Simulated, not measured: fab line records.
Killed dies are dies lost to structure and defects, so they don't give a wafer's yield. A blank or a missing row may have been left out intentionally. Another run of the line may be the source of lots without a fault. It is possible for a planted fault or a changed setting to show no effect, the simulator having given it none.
Chamber matching + flow nand-harc + 3 sister chambers for NHARC_A_BONDPAD_DEP_00 on pecvd-02
The step deposits SiCN, target thk 250 nm. 6 wafers are shown with their chamber, then 7 later ones without.

WAFERS, EACH WITH ITS CHAMBER
| wafer  | chamber | rf-fwd-power-W (W) | heater-power-w (W) |
|--------|---------|--------------------|--------------------|
| L085.5 | 1       | 449.5              | 524                |
| L085.6 | 2       | 448.1              | 545                |
| L087.5 | 2       | 448.3              | 537                |
| L087.6 | 0       | 448.5              | 503                |
| L088.1 | 0       | 447.8              | 474                |
| L088.4 | 1       | 451.1              | 519                |

WAFERS WITHOUT THEIR CHAMBER
| wafer  | rf-fwd-power-W (W) | heater-power-w (W) |
|--------|--------------------|--------------------|
| L088.5 | 448.3              | 494                |
| L092.1 | 447.8              | 544                |
| L092.3 | 448.9              | 531                |
| L092.6 | 449.4              | 541                |
| L095.2 | 448.7              | 550                |
| L095.3 | 449.6              | 505                |
| L095.5 | 449.8              | 513                |

EACH ONE'S CHAMBER
| wafer  | from the rows above          | in truth                   |
|--------|------------------------------|----------------------------|
| L088.5 | 0                            | 0                          |
| L092.1 | 2                            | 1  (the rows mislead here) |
| L092.3 | can't be placed: 2 or 1      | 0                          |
| L092.6 | can't be placed: 2 or 1      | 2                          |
| L095.2 | 2                            | 2                          |
| L095.3 | can't be placed: 1 or 0 or 2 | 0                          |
| L095.5 | 1                            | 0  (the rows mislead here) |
Placed correctly: 2 of 7. Not placeable from these rows: 3 (in 2, the candidates include the true chamber). 2 placed wrongly.
How it was worked out, from the rows above alone: a wafer's distance from a chamber is the root of the sum, over the readings, of the square of ((its reading less the chamber's mean) divided by the reading's scatter). If the next closest chamber is less than 2 further off than the closest, the wafer can't be placed; otherwise it belongs to the closest. A chamber's mean is the mean of its shown wafers. The scatter: the root of (the sum of the squares of (reading less its chamber's mean) over the shown wafers, divided by (wafers less chambers)).
